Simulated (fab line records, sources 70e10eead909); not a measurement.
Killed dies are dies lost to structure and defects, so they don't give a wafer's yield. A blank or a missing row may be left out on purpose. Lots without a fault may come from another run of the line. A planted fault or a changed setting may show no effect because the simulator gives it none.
fab line records | flow nand_harc
record lots=6 wafers=18 last_day=33
route steps=1302 shown A_CHANNEL_FILL_D1@515 A_DECK1_JOINT@518 A_ONON_D2@545 END@1302
lots that met no fault: from a run of the same line without faults
start_h: hours from the record's first day to the start of the lot's first wafer shown | wait_h: hours since the lot's step before | " the same as in the row above | L1.1+2: a row that stands for several wafers | - no value, or no start given | * or withheld: withheld | < > ~ a bound
route shown NAME@n: a module of which the file shows steps, and the number in the route of the first | usual: mean/standard deviation of fault-free wafers | same: alike in all rows | chamber/n: place in a boat | sites: the reading at each site | _std_site: their standard deviation | _edge_site: outer sites' mean less inner sites' | radius_mm: how far each site lies from the wafer's centre | mask NAME#n: copy n | behind: the tool/chamber that last shaped the wafer | hold: why the lot was held/for how many hours/how that ended | device: the transistor (n, p or np) that didn't switch | end of line: the same wafers' tests at the end of the route | a step without rows: its recipe alone | killed: dies lost to structure and defects at the first sort, not the wafer's yield | map: a wafer's dies, x killed, . not, _ none there
set.NAME: the setting as run; set.NAME@STEP: as run at that earlier step | model.NAME: the simulator's own value behind a step, which no gauge read
lots at some steps of the route; a table a step, a row a wafer
services: from which hour (start_h, from the record's first day; less than 0 if before it) a tool's chamber was out of use, for how many hours, and why
## steps
# step NHARC_A_CHANNEL_FILL_D1_SRD_12
# step NHARC_A_CHANNEL_FILL_D1_INSPECT_13
# usual raw_defect_count=276/100
# columns lot.wafer tool chamber start_h wait_h raw_defect_count
L797.1 defect_inspect-02 - 236.97 0.0 278
L797.4 " - " " 187
L797.5 " - " " 172
L803.3 defect_inspect-01 - 300.90 0.0 277
L803.5 " - " " 210
L803.6 " - " " 233
L804.1 defect_inspect-01 - 316.65 0.0 211
L804.5 " - " " 191
L804.6 " - " " 178
L806.1 defect_inspect-02 - 332.43 0.0 429
L806.2 " - " " 296
L806.4 " - " " 250
L808.1 defect_inspect-01 - 346.57 0.0 419
L808.3 " - " " 226
L808.6 " - " " 218
L819.1 defect_inspect-01 - 464.75 0.0 309
L819.3 " - " " 264
L819.5 " - " " 286
# step NHARC_A_DECK1_JOINT_ETCHBACK_07
# recipe target_depth_a=1050 time_s=26.9 hbr_flow_sccm=150 rf_w=350 icp_w=350 bias_w=60 chemistry=HBr
# usual bias_w=60.02/0.19 drypump_motor_current_A=5.8/0.33 oes_product_au=0.999/0.0076 throttle_valve_pct=23.265/0.0085
# columns lot.wafer tool chamber start_h wait_h bias_w drypump_motor_current_A oes_product_au rf_hours_counter_h throttle_valve_pct
L797.4 rie_si-05 0 237.06 0.1 60.24 6.3 1.002 0.6 23.255
L797.1 " 1 " " 60.23 5.7 1.013 0.6 23.265
L797.5 " 3 " " 59.98 5.6 1.005 - 23.261
L803.3 rie_si-03 0 301.00 0.1 59.95 6.1 1.016 0.4 23.264
L803.6 " 1 " " 59.94 5.4 1.004 - 23.253
L803.5 " 2 " " 60.08 5.6 1.005 - 23.255
L804.1 rie_si-01 0 316.71 0.1 59.83 5.6 0.995 0.8 23.257
L804.6 " 0 " " 59.83 5.6 1.001 - 23.280
L804.5 " 1 " " 59.89 5.6 0.992 - 23.261
L806.4 rie_si-01 2 332.49 0.1 60.25 5.4 0.998 0.8 23.262
L806.2 " 0 " " 60.16 5.6 0.995 1.0 23.286
L806.1 " 1 " " 59.91 5.6 0.993 1.0 23.262
L808.3 rie_si-01 1 346.65 0.1 60.07 5.6 1.005 1.1 23.256
L808.1 " 2 " " 60.15 5.4 1.009 0.9 23.269
L808.6 " 2 " " 60.23 5.4 1.000 - 23.267
L819.1 rie_si-01 3 464.81 0.1 59.94 6.2 1.001 0.7 23.268
L819.3 " 0 " " 60.06 5.6 0.995 0.6 23.272
L819.5 " 3 " " 60.34 6.2 0.991 - 23.267
# step NHARC_A_DECK1_JOINT_ETCH_25
# recipe target_depth_a=5 chemistry=dHF material=SiO2
# step NHARC_A_DECK1_JOINT_ETCH_19
# recipe temp_c=25 target_depth_a=30 chemistry=TMAH material=poly-Si
# step NHARC_A_DECK1_JOINT_ETCH_18
# recipe target_depth_a=30 chemistry=dHF material=SiO2
# step NHARC_A_DECK1_JOINT_WET_08
# recipe temp_c=160 time_s=86 chemistry=H3PO4
# step NHARC_A_DECK1_JOINT_ETCH_09
# recipe target_depth_a=50 chemistry=dHF material=SiO2
# step NHARC_A_DECK1_JOINT_WET_10
# recipe temp_c=160 time_s=86 chemistry=H3PO4
# step NHARC_A_DECK1_JOINT_ETCH_11
# recipe target_depth_a=350 chemistry=dHF material=SiO2
# step NHARC_A_DECK1_JOINT_CVD_12
# recipe target_thk_a=900 temp_c=620 pressure_mtorr=200 time_s=1800 material=poly-Si
# step NHARC_A_DECK1_JOINT_CMP_13
# recipe target_thk_nm=51.023
# usual motor_current_A=12.3/1.4 time_to_endpoint_s=9.0/2.6
# columns lot.wafer tool chamber start_h wait_h motor_current_A time_to_endpoint_s
L797.4 cmp-03 2 247.28 0.4 10.6 10.8
L797.1 " 1 " " 13.2 7.1
L797.5 " 3 " " 11.3 9.0
L803.3 cmp-03 2 311.53 0.4 10.9 10.9
L803.6 " 0 " " 13.8 8.4
L803.5 " 1 " " 12.7 9.9
L804.1 cmp-02 0 327.15 0.4 11.7 10.1
L804.5 " 0 " " 12.2 8.2
L804.6 " 1 " " 12.1 8.4
L806.1 cmp-02 1 342.63 0.4 12.7 6.4
L806.4 " 3 " " 12.6 8.1
L806.2 " 0 " " 11.9 6.0
L808.1 cmp-02 0 356.96 0.4 12.1 9.4
L808.3 " 2 " " 11.6 10.1
L808.6 " 1 " " 12.5 10.1
L819.3 cmp-01 3 475.31 0.4 12.2 4.9
L819.1 " 1 " " 10.0 5.1
L819.5 " 3 " " 13.7 4.0
# step NHARC_A_DECK1_JOINT_THK_MEAS_14
# recipe thk_meas_gauge=ellipsometry
# usual thk_nm=51.2/1.4
# columns lot.wafer tool chamber start_h wait_h thk_nm
L797.1 film_metro-02 - 247.54 0.2 52.6
L797.4 " - " " 51.2
L797.5 " - " " 51.9
L803.3 film_metro-02 - 311.74 0.2 51.3
L803.5 " - " " 51.1
L803.6 " - " " 49.2
L804.1 film_metro-01 - 327.40 0.2 52.3
L804.5 " - " " 52.8
L804.6 " - " " 51.2
L806.1 film_metro-01 - 342.89 0.2 50.5
L806.2 " - " " 50.4
L806.4 " - " " 53.5
L808.1 film_metro-02 - 357.21 0.2 51.8
L808.3 " - " " 53.4
L808.6 " - " " 52.3
L819.1 film_metro-01 - 475.54 0.2 47.9
L819.3 " - " " 48.5
L819.5 " - " " 49.3
# step NHARC_A_DECK1_JOINT_SRD_04
# step NHARC_A_DECK1_JOINT_ETCHBACK_00
# recipe target_depth_a=300 time_s=17.4 hbr_flow_sccm=150 rf_w=350 icp_w=350 bias_w=60 chemistry=HBr
# usual bias_w=60.00/0.16 drypump_motor_current_A=5.8/0.32 oes_product_au=0.998/0.007 throttle_valve_pct=23.265/0.0091
# columns lot.wafer tool chamber start_h wait_h bias_w drypump_motor_current_A oes_product_au rf_hours_counter_h throttle_valve_pct
L797.1 rie_si-01 0 247.70 0.1 60.13 5.5 1.002 0.29 23.263
L797.4 " 2 " " 59.92 5.4 1.008 - 23.267
L797.5 " 0 " " 59.79 5.6 0.998 - 23.270
L803.3 rie_si-03 0 311.90 0.1 60.02 6.1 1.002 0.48 23.271
L803.6 " 3 " " 60.16 5.9 1.001 - 23.265
L803.5 " 0 " " 60.03 6.1 1.001 - 23.265
L804.1 rie_si-05 0 327.57 0.1 60.09 6.3 1.005 0.08 23.269
L804.5 " 1 " " 60.18 5.7 1.004 - 23.251
L804.6 " 2 " " 60.16 6.2 1.002 - 23.269
L806.2 rie_si-05 3 343.04 0.1 59.80 5.6 1.000 0.14 23.271
L806.4 " 0 " " 60.13 6.3 1.007 0.10 23.270
L806.1 " 1 " " 59.87 5.7 0.982 0.18 23.262
L808.1 rie_si-03 0 357.34 0.1 60.25 6.1 0.997 0.68 23.257
L808.3 " 3 " " 59.80 5.9 0.999 0.68 23.267
L808.6 " 0 " " 60.12 6.1 1.001 - 23.271
L819.3 rie_si-01 3 475.68 0.1 60.01 6.2 0.995 0.84 23.264
L819.1 " 0 " " 60.11 5.6 0.995 0.68 23.264
L819.5 " 3 " " 60.41 6.2 1.005 - 23.264
# step NHARC_A_DECK1_JOINT_PRECLEAN_30
# recipe time_s=* temp_c=50 bath_age_min=0 chemistry=SC1
# step NHARC_A_DECK1_JOINT_SRD_31
# step NHARC_A_DECK1_JOINT_CVD_34
# recipe target_thk_a=200 temp_c=700 pressure_mtorr=300 material=SiNx
# step NHARC_A_DECK1_JOINT_DEP_06
# recipe target_thk_a=800 temp_c=65 material=SiOx
# step NHARC_A_DECK1_JOINT_CURE_26
# recipe temp_c=150 time_s=32 pressure_atm=0.395
# step NHARC_A_DECK1_JOINT_ANNEAL_27
# recipe temp_c=400 time_s=3600 idle_temp_c=300 ramp_up_c_per_min=10 densification_p_h2o_torr=640
# step NHARC_A_DECK1_JOINT_ANNEAL_28
# recipe temp_c=500 time_s=1800 idle_temp_c=400 ramp_up_c_per_min=10 densification_p_h2o_torr=640
# step NHARC_A_DECK1_JOINT_ANNEAL_29
# recipe temp_c=750 time_s=1800 idle_temp_c=500 ramp_up_c_per_min=10 ramp_down_c_per_min=3
# step NHARC_A_DECK1_JOINT_CMP_02
# recipe material=SiOx
# usual motor_current_A=12.5/1.3
# columns lot.wafer tool chamber start_h wait_h motor_current_A
L797.4 cmp-02 3 269.21 0.4 12.9
L797.1 " 1 " " 12.4
L797.5 " 3 " " 12.5
L803.3 cmp-01 3 339.07 0.4 13.1
L803.6 " 3 " " 12.9
L803.5 " 0 " " 12.7
L804.1 cmp-02 0 349.86 0.4 12.2
L804.5 " 1 " " 12.4
L804.6 " 2 " " 11.6
L806.2 cmp-01 3 366.01 0.4 12.3
L806.4 " 0 " " 12.2
L806.1 " 1 " " 10.6
L808.1 cmp-03 1 387.49 0.4 13.2
L808.3 " 2 " " 10.9
L808.6 " 0 " " 12.9
L819.1 cmp-01 2 501.80 0.4 15.6
L819.3 " 3 " " 12.9
L819.5 " 0 " " 12.6
# step NHARC_A_DECK1_JOINT_SRD_15
# step NHARC_A_DECK1_JOINT_DEP_16
# recipe target_thk_a=450 temp_c=400 pressure_torr=6.5 rf_w=900 teos_flow_sccm=161.4 flow_sccm=2650 target_thk_nm=45 gas=O2 material=SiO2
# usual heater_power_w=549/93 throttle_valve_pct=15.8/0.41
# columns lot.wafer tool chamber start_h wait_h heater_power_w throttle_valve_pct
L797.1 pecvd-03 0 269.60 0.1 592 15.6
L797.4 " 0 " " 595 15.5
L797.5 " 1 " " 450 15.7
L803.3 pecvd-01 0 339.52 0.1 658 16.2
L803.5 " 0 " " 659 16.3
L803.6 " 1 " " 595 15.8
L804.1 pecvd-03 1 350.18 0.1 454 16.0
L804.5 " 2 " " 498 15.9
L804.6 " 0 " " 548 15.9
L806.2 pecvd-01 1 366.40 0.1 594 15.8
L806.1 " 0 " " 716 16.5
L806.4 " 1 " " 606 15.8
L808.3 pecvd-04 2 387.85 0.1 613 15.8
L808.1 " 0 " " 576 16.6
L808.6 " 2 " " 611 15.6
L819.3 pecvd-04 2 502.14 0.1 623 16.5
L819.1 " 1 " " 415 15.8
L819.5 " 1 " " 419 15.4
# step NHARC_A_DECK1_JOINT_THK_MEAS_17
# recipe thk_meas_gauge=ellipsometry
# usual thk_nm=45.2/1.2
# columns lot.wafer tool chamber start_h wait_h thk_nm
L797.1 film_metro-01 - 269.88 0.3 43.8
L797.4 " - " " 46.6
L797.5 " - " " 45.4
L803.3 film_metro-01 - 339.77 0.2 44.5
L803.5 " - " " 47.0
L803.6 " - " " 44.3
L804.1 film_metro-01 - 350.46 0.3 44.2
L804.5 " - " " 44.7
L804.6 " - " " 45.8
L806.1 film_metro-01 - 366.68 0.2 44.5
L806.2 " - " " 45.2
L806.4 " - " " 44.4
L808.1 film_metro-02 - 388.14 0.2 43.7
L808.3 " - " " 46.6
L808.6 " - " " 48.7
L819.1 film_metro-02 - 502.42 0.2 42.9
L819.3 " - " " 45.4
L819.5 " - " " 44.2
# step NHARC_A_ONON_D2_DEP_00
# recipe target_thk_a=10000 n2_flow_sccm=2750 n2o_flow_sccm=2000 nh3_flow_sccm=500 sih4_flow_sccm=210 temp_c=400
# step NHARC_A_ONON_D2_THK_MEAS_02
# recipe thk_meas_gauge=ellipsometry
# usual thk_nm=999/9.8
# columns lot.wafer tool chamber start_h wait_h thk_nm
L797.1 film_metro-02 - 270.49 - 996
L797.4 " - " " 996
L797.5 " - " " 996
L803.3 film_metro-02 - 340.38 - 987
L803.5 " - " " 987
L803.6 " - " " 988
L804.1 film_metro-01 - 351.07 - 993
L804.5 " - " " 992
L804.6 " - " " 993
L806.1 film_metro-02 - 367.29 - 991
L806.2 " - " " 988
L806.4 " - " " 990
L808.1 film_metro-02 - 388.75 - 979
L808.3 " - " " 980
L808.6 " - " " 978
L819.1 film_metro-01 - 503.04 - 999
L819.3 " - " " 1000
L819.5 " - " " 997
# step NHARC_A_ONON_D2_DEP_03
# recipe target_thk_a=10000 n2_flow_sccm=2750 n2o_flow_sccm=2000 nh3_flow_sccm=500 sih4_flow_sccm=210 temp_c=400
# step NHARC_A_ONON_D2_THK_MEAS_05
# recipe thk_meas_gauge=ellipsometry
# usual thk_nm=998/11
# columns lot.wafer tool chamber start_h wait_h thk_nm
L797.1 film_metro-02 - 271.06 - 996
L797.4 " - " " 996
L797.5 " - " " 996
L803.3 film_metro-01 - 340.94 - 999
L803.5 " - " " 998
L803.6 " - " " 997
L804.1 film_metro-02 - 351.64 - 994
L804.5 " - " " 997
L804.6 " - " " 997
L806.1 film_metro-02 - 367.86 - 1007
L806.2 " - " " 1007
L806.4 " - " " 1007
L808.1 film_metro-01 - 389.31 - 1005
L808.3 " - " " 1002
L808.6 " - " " 1005
L819.1 film_metro-01 - 503.59 - 1003
L819.3 " - " " 1002
L819.5 " - " " 1006
# step NHARC_A_ONON_D2_DEP_06
# recipe target_thk_a=10000 n2_flow_sccm=2750 n2o_flow_sccm=2000 nh3_flow_sccm=500 sih4_flow_sccm=210 temp_c=400
# step NHARC_A_ONON_D2_THK_MEAS_08
# recipe thk_meas_gauge=ellipsometry
# usual thk_nm=1000/9.9
# columns lot.wafer tool chamber start_h wait_h thk_nm
L797.1 film_metro-02 - 271.62 - 991
L797.4 " - " " 991
L797.5 " - " " 991
L803.3 film_metro-01 - 341.51 - 969
L803.5 " - " " 971
L803.6 " - " " 970
L804.1 film_metro-02 - 352.21 - 998
L804.5 " - " " 1000
L804.6 " - " " 1000
L806.1 film_metro-01 - 368.43 - 1016
L806.2 " - " " 1015
L806.4 " - " " 1014
L808.1 film_metro-02 - 389.87 - 989
L808.3 " - " " 989
L808.6 " - " " 989
L819.1 film_metro-02 - 504.16 - 1011
L819.3 " - " " 1008
L819.5 " - " " 1009
# step NHARC_A_ONON_D2_DEP_09
# recipe target_thk_a=10000 n2_flow_sccm=2750 n2o_flow_sccm=2000 nh3_flow_sccm=500 sih4_flow_sccm=210 temp_c=400
# step NHARC_A_ONON_D2_THK_MEAS_11
# recipe thk_meas_gauge=ellipsometry
# usual thk_nm=999/11
# columns lot.wafer tool chamber start_h wait_h thk_nm
L797.1 film_metro-02 - 272.19 - 1008
L797.4 " - " " 1009
L797.5 " - " " 1008
L803.3 film_metro-02 - 342.07 - 1000
L803.5 " - " " 1000
L803.6 " - " " 1003
L804.1 film_metro-02 - 352.78 - 998
L804.5 " - " " 999
L804.6 " - " " 997
L806.1 film_metro-02 - 368.99 - 998
L806.2 " - " " 999
L806.4 " - " " 1000
L808.1 film_metro-02 - 390.44 - 989
L808.3 " - " " 991
L808.6 " - " " 990
L819.1 film_metro-02 - 504.72 - 971
L819.3 " - " " 971
L819.5 " - " " 971
# step NHARC_A_ONON_D2_DEP_12
# recipe target_thk_a=10000 n2_flow_sccm=2750 n2o_flow_sccm=2000 nh3_flow_sccm=500 sih4_flow_sccm=210 temp_c=400
# step NHARC_A_ONON_D2_THK_MEAS_14
# recipe thk_meas_gauge=ellipsometry
# usual thk_nm=996/9.4
# columns lot.wafer tool chamber start_h wait_h thk_nm
L797.1 film_metro-02 - 272.76 - 988
L797.4 " - " " 989
L797.5 " - " " 988
L803.3 film_metro-01 - 342.63 - 987
L803.5 " - " " 987
L803.6 " - " " 987
L804.1 film_metro-01 - 353.35 - 990
L804.5 " - " " 988
L804.6 " - " " 991
L806.1 film_metro-01 - 369.56 - 1006
L806.2 " - " " 1007
L806.4 " - " " 1007
L808.1 film_metro-01 - 391.02 - 1002
L808.3 " - " " 1001
L808.6 " - " " 1001
L819.1 film_metro-02 - 505.28 - 997
L819.3 " - " " 999
L819.5 " - " " 999
# step NHARC_A_ONON_D2_ANNEAL_15
# recipe temp_c=750 time_s=3600
# step NHARC_A_ONON_D2_DEP_16
# recipe target_thk_a=10000 n2_flow_sccm=2750 n2o_flow_sccm=2000 nh3_flow_sccm=500 sih4_flow_sccm=210 temp_c=400
# step NHARC_END_SORT_01
# recipe temp_c=25
# usual killed_at_array=55/17 killed_at_other=1.1/1.4 killed_at_periphery=3.9/3 killed_dies=59/17 killed_open=3.5/2 killed_short=2.6/1.6
# same gross_dies=677
# columns lot.wafer tool chamber start_h wait_h killed_at_array killed_at_other killed_at_periphery killed_dies killed_open killed_short
L806.1 prober-02 0 656.47 2.5 442 1 2 445 2 0
L806.2 prober-02 0 657.27 2.8 479 0 5 484 1 2
L806.4 prober-02 0 658.87 3.4 454 0 2 456 1 2
L808.1 prober-02 0 667.78 2.5 461 0 3 464 2 1
L808.3 prober-02 0 669.37 3.1 469 0 1 470 0 0
L808.6 prober-02 0 671.76 4.0 460 0 0 460 3 1
# killed by level:class
L806.1 A_DECK1_JOINT:unspecified=398 A_SLIT:chamber_film_flake=20 A_CHANNEL_HOLE_D1:chamber_film_flake=10 A_CHANNEL_HOLE_D2:chamber_film_flake=8 P_ZERO_WELL:chamber_film_flake=2 A_CONTACT:chamber_film_flake=2 A_CHANNEL_FILL_D1:geometric_particle:open=1 A_M0:geometric_particle:open=1
L806.2 A_DECK1_JOINT:unspecified=442 A_SLIT:chamber_film_flake=21 A_CHANNEL_HOLE_D2:chamber_film_flake=6 A_CHANNEL_HOLE_D1:chamber_film_flake=5 P_ZERO_WELL:chamber_film_flake=3 A_WL_FILL:chamber_film_flake=2 P_M2:geometric_particle:open=1 A_CHANNEL_FILL_D1:geometric_particle:short=1
L806.4 A_DECK1_JOINT:unspecified=418 A_SLIT:chamber_film_flake=22 A_CHANNEL_HOLE_D2:chamber_film_flake=7 A_CHANNEL_HOLE_D1:chamber_film_flake=4 P_M0:geometric_particle:short=1 P_M2:geometric_particle:open=1 A_CHANNEL_FILL_D2:geometric_particle:short=1 A_CONTACT:chamber_film_flake=1
L808.1 A_DECK1_JOINT:unspecified=429 A_SLIT:chamber_film_flake=20 A_CHANNEL_HOLE_D2:chamber_film_flake=4 A_CHANNEL_HOLE_D1:chamber_film_flake=3 P_M1:chamber_film_flake=2 P_GATE:geometric_particle:open=1 A_SOURCE_PLATE:geometric_particle:short=1 A_CHANNEL_FILL_D2:geometric_particle:open=1
L808.3 A_DECK1_JOINT:unspecified=435 A_SLIT:chamber_film_flake=24 A_CHANNEL_HOLE_D2:chamber_film_flake=6 A_CHANNEL_HOLE_D1:chamber_film_flake=2 P_GATE:chamber_film_flake=1 A_CHANNEL_FILL_D2:chamber_film_flake=1 A_CONTACT:chamber_film_flake=1
L808.6 A_DECK1_JOINT:unspecified=416 A_SLIT:chamber_film_flake=21 A_CHANNEL_HOLE_D2:chamber_film_flake=11 A_CHANNEL_HOLE_D1:chamber_film_flake=3 A_WL_FILL:chamber_film_flake=2 A_CONTACT:chamber_film_flake=2 A_SOURCE_PLATE:geometric_particle:open=1 A_CHANNEL_FILL_D2:geometric_particle:open=1
# map L806.2 (x killed, . not)
____________.____________
_________xx.xxx._________
_______xx...x.x..._______
______.xx...xxxxx.x______
_____xxx.xx.xx.xxxxx_____
____x.x.....xxx...x..____
____xx..xx..xxxxxxxx.____
___.x..xxx.x..x.xxxxxx___
___xx.x..xxxxx.xxxx.x.___
__x.xxxxx..xx.x.xx.xxx.__
__xxx.xxx.xxxxx..xxxxxx__
_xxxxx...xxxxx.x.xxxxxxx_
_.xxxxx..x.x.....xxx.xxx_
_xxxxxxx..xxxxxxxxxxxxx._
_xxxxxx.xxx..xxxx.x.xxxx_
_xxxxxxx..xx..xx.x.xxxxx_
xxxxxxx.xxxxx..xxxxxxxx..
xxxxxxxxx....xx.x.xxxxxx.
xxxxxxxx..x.xx..xx.xxxx.x
xx.xxxxx.xx.xxxxxxxxxxxxx
xxxxxxxxxx..x.xx..xxxxx.x
_xx.x.x.x.x....x.xx..x.x_
_xx.xx..xxxxxxxxxxxxxxxx_
_xxxxxxx.xx....xx..xxx.x_
_x.xxx.xxx.x..xx.xxxx.xx_
_xxxx..xxx.xxxx..x..xx.x_
__xxxxxxx.xx..x.x.xxx.x__
__xxxxx.xxx..xxxx..xx.x__
___x.xx.xx.xxxx.xxxxx.___
___xxxxxxxxxxxxxx.xxx.___
____.xx.xx.x.xx...xx.____
____xx.xxxx.xxx.xxxxx____
_____xxxxxxx.xx.xxxx_____
______xxxxxxx.x.xx.______
_______xxxx.x..xxx_______
_________.xx.xxx_________
____________x____________
# map L808.3 (x killed, . not)
____________.____________
_________xxxxxxx_________
_______.xxx.x..xx._______
______x..x....xxx.x______
_____x.xxx..xx.xxx.._____
____..xxxx.xx.xxxx.xx____
____xxx..x.x..xxxx.x.____
___xxxxxx..xx.xxxxxx.x___
___x.xx.x.x.x.xxx.xxxx___
__x.xxxxx.xxxx....x..xx__
__.xxxxxx.xxx..xxx.xxxx__
_xx..x..xxxx.xxx.x..xxx._
_xxxx.xxxxxx.x..xxxxx.xx_
_x..xxxxxx.xxxxxx.xxx.xx_
_xxxxxxxxxxxxxxxxxxx.x.._
_xxxx.xx.xx.x.xx.xx.xxx._
xxxxxxxxxxx.x.xxxx....xxx
xxxxxxxx.x..x....xxx.xxxx
xxxxxx.xxx..x.xxxxxxxxxxx
..x.xxxxx.x.xx....x..xxxx
.x.x.xxxxxx.xx......xxxxx
_xxxxxx.xxxxx.x.xx.xx..x_
_xxxx.x.xxxx...xx.xxxxx._
_.xxxxxxxx..xxx.xxxx.x.x_
_xxxx.x.xx.x.xxx.xx.x.x._
_xxxxxxxx.xx.x..x.xxxxxx_
__..xxx.x..xxx.xx.xxxxx__
__.x.xx.xxx.xxxxxxx.x.x__
___xxxx.xxxx.xxxx.xxxx___
___.xx.xx..xxxx...x...___
____xxx..xx.xx..xxxx.____
____x.xx..x.xx..x.xxx____
_____x.xxxxx.xxxxxxx_____
______xx.x.xxx.x.x.______
_______.xxxxxxx..x_______
_________.x..xxx_________
____________.____________
## services
# columns tool chamber start_h hours kind
rie_si-03 - 221.00 9.0 pm
cmp-01 - 228.93 2.6 repair
cmp-02 - 232.55 4.0 pm
rie_si-05 2 242.06 1.5 repair
rie_si-01 3 245.10 12.7 repair
rie_si-01 2 255.20 9.9 repair
cmp-03 - 260.00 4.0 pm
cmp-03 - 280.12 0.2 repair
cmp-01 - 295.30 4.5 repair
rie_si-05 - 305.00 9.0 pm
cmp-01 - 309.64 4.0 pm
rie_si-01 3 329.30 2.7 repair
cmp-02 - 330.55 4.0 pm
rie_si-01 3 336.80 17.6 repair
rie_si-01 - 370.00 9.0 pm
cmp-01 - 373.45 9.2 repair
cmp-02 - 392.45 10.8 repair
cmp-01 - 407.64 4.0 pm
rie_si-01 1 426.71 4.5 repair
cmp-02 - 428.55 4.0 pm
cmp-02 - 446.30 0.3 repair
cmp-02 - 450.60 2.8 repair
cmp-02 - 467.38 7.9 repair
rie_si-01 3 487.95 2.8 repair
## key
first_sign step=NHARC_END_SORT_01 reading=killed_at_array direction=up sigmas=24 usual=55 struck=461
effect step=NHARC_END_SORT_01 reading=killed_dies direction=up sigmas=24 usual=59 struck=463
more_kills_born_at NHARC_A_DECK1_JOINT_CMP_13@cmp-02=2538
met_at NHARC_A_DECK1_JOINT_CMP_13
struck_wafers L806.1,L806.2,L806.4,L808.1,L808.3,L808.6
tester_left_out L806,L808
onset_between 327.15 342.63
fault kind=chamber_particle_source tool=cmp-02 chamber=- onset_h=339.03 steps=NHARC_A_DECK1_JOINT_CMP_13 rate_per_visit_cm2=1.1965 end_h=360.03
# tester_left_out: of these lots the tester's yield and bins aren't shown, on N5 and GAA mostly nor the transistor test; their killed dies are dies lost to structure and defects alone, not to doping, threshold or leakage, so they don't give the yield
